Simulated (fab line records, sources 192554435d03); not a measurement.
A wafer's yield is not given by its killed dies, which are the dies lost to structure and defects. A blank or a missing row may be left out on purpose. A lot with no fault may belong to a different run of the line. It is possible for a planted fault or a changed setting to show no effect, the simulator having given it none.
A struck lot beside a sound one :: flow n5 finfet :: 15 out of 1938 route steps
Sound: these wafers, L815.3, L815.5, L815.6. Struck: wafer L826.5 (left out: L826.2, L826.3 of the same lot, which were not struck); the cause appears at the end.
Per side, at each step with rows, come the tool, then ch with its chambers, and then its first start. Under that, the readings that differ: sound wafers :: struck wafers :: difference of the means :: sigmas: that difference in standard deviations of wafers without a fault.
alike: a reading whose means differ by less than 2 such deviations, as well as words and numbers matching on both sides. not compared: withheld readings; readings where some wafer has no value; bounds like >300 that might hide an equal value; numbers whose values overlap and for which the record gives no deviation.
A row with sigmas, a row that says differs or no value, or rows on one side alone: a step with any of these is where the two part. Numbers that have no deviation but don't overlap get no sigmas and don't part them. A reading that every wafer of one side lacks parts them only if that side has two wafers or more.

first, 3 steps without rows for these wafers: N5_BEOL_M7_EXPOSE_25 (exposes mask V6, target cd 40 nm); N5_BEOL_M7_PEB_26 (peb time 60 s); N5_BEOL_M7_DEVELOP_27 (develop time 30 s).
N5_BEOL_M7_CD_MEAS_28 targets a cd of 40 nm.
  sound on cd sem-02 ch 0, day 9 17:07; struck on cd sem-02 ch 0, day 12 20:34
  alike: cd nm
N5_BEOL_M7_OVL_MEAS_29:
  sound on overlay-02 ch 0, day 9 17:10; struck on overlay-01 ch 0, day 12 20:37
  alike: V6_OVL
N5_BEOL_M7_INSPECT_30: inspects for defects (brightfield).
  struck on defect inspect-01, day 12 20:40; sound on defect inspect-01, day 9 17:12
  alike: raw defect count
N5_BEOL_M7_DESCUM_33: chemistry O2, time 7 s.
  sound on rie diel-05 ch 2,3, day 9 17:14; struck on rie diel-04 ch 2, day 12 20:41
  alike: drypump motor current A, oes product au, rf vpp V, showerhead plenum p Torr, throttle valve pct
  not compared: rf hours counter h
N5_BEOL_M7_ETCH_72: etches underlayer in N2/H2, target depth 6.5 nm, time 5.2 s.
  sound on rie diel-05 ch 2,3, day 9 17:16; struck on rie diel-04 ch 2, day 12 20:44
reading: rf vpp V (V)
sound: 518.1 518.9 520.6
struck: 525.8
difference: +6.6
sigmas: +2
  alike: drypump motor current A, etch rf on time s, oes product au, rf fwd power W, showerhead plenum p Torr, throttle valve pct
  not compared: rf hours counter h
N5_BEOL_M7_ETCH_65: etches SiARC in CF4, target depth 15.6 nm, time 26 s.
  sound on rie diel-05 ch 2,3, day 9 17:17; struck on rie diel-04 ch 2, day 12 20:45
  alike: drypump motor current A, etch rf on time s, oes product au, rf fwd power W, rf vpp V, showerhead plenum p Torr, throttle valve pct
  not compared: rf hours counter h
N5_BEOL_M7_ETCH_66: etches SOC in N2/H2, target depth 80 nm, overetch 16 nm, time 120 s.
  sound on rie diel-05 ch 2,3, day 9 17:19; struck on rie diel-04 ch 2, day 12 20:46
reading: rf vpp V (V)
sound: 520.0 520.0 521.3
struck: 525.6
difference: +5.2
sigmas: +2
  alike: drypump motor current A, oes product au, rf fwd power W, showerhead plenum p Torr, throttle valve pct
  not compared: rf hours counter h
then, 2 steps without rows for these wafers: N5_BEOL_M7_STRIP_69 (strips in N2/H2); N5_BEOL_M7_STRIP_73 (strips in N2/H2).
N5_BEOL_M7_VIA_ETCH_34: etches SiCOH lowk in C4F6/O2, target depth 125.5 nm, time 50.5 s.
  sound on rie diel-05 ch 2,3, day 9 17:25; struck on rie diel-04 ch 2, day 12 20:52
reading: oes_f_703_au (a.u.)
sound: 0.78 0.77 0.73
struck: 1.11
difference: +0.35
sigmas: +4

reading: oes_o_777_au (a.u.)
sound: 0.78 0.78 0.72
struck: 1.06
difference: +0.30
sigmas: +4

reading: oes product au (a.u.)
sound: 0.73 0.74 0.74
struck: 0.92
difference: +0.18
sigmas: +2

reading: rf fwd power W (W)
sound: 343.3 343.0 343.4
struck: 424.7
difference: +81.5
sigmas: +58

reading: model.etch.depth nm (nm)
sound: 122.8 123.7 125.8
struck: 139.1
difference: +15.0
sigmas: 

reading: model.SOC_of_BEOL_M7_COAT_63.thk nm (nm)
sound: 54 54 54
struck: 52.8
difference: -1.2
sigmas: 
  alike: drypump motor current A, rf vpp V, showerhead plenum p Torr, throttle valve pct
  not compared: rf hours counter h
then, 1 step without rows for these wafers: N5_BEOL_M7_STRIP_76 (strips in C4F6/O2).
-- record jumps: 3 days separate the struck wafers' starts on either side; left off in module BEOL_M7, taken up again in module PASSIVATION, whose first shown step is the route's number 1936 --
N5_PASSIVATION_PROBE_49:
  only the struck wafers here have rows in the record (prober-01, day 15 20:54); the sound ones have none

## WHERE THEY PART
Last at N5_PASSIVATION_PROBE_49 as far as this record goes, first at N5_BEOL_M7_ETCH_72.

WHY: what had been put in by the simulator
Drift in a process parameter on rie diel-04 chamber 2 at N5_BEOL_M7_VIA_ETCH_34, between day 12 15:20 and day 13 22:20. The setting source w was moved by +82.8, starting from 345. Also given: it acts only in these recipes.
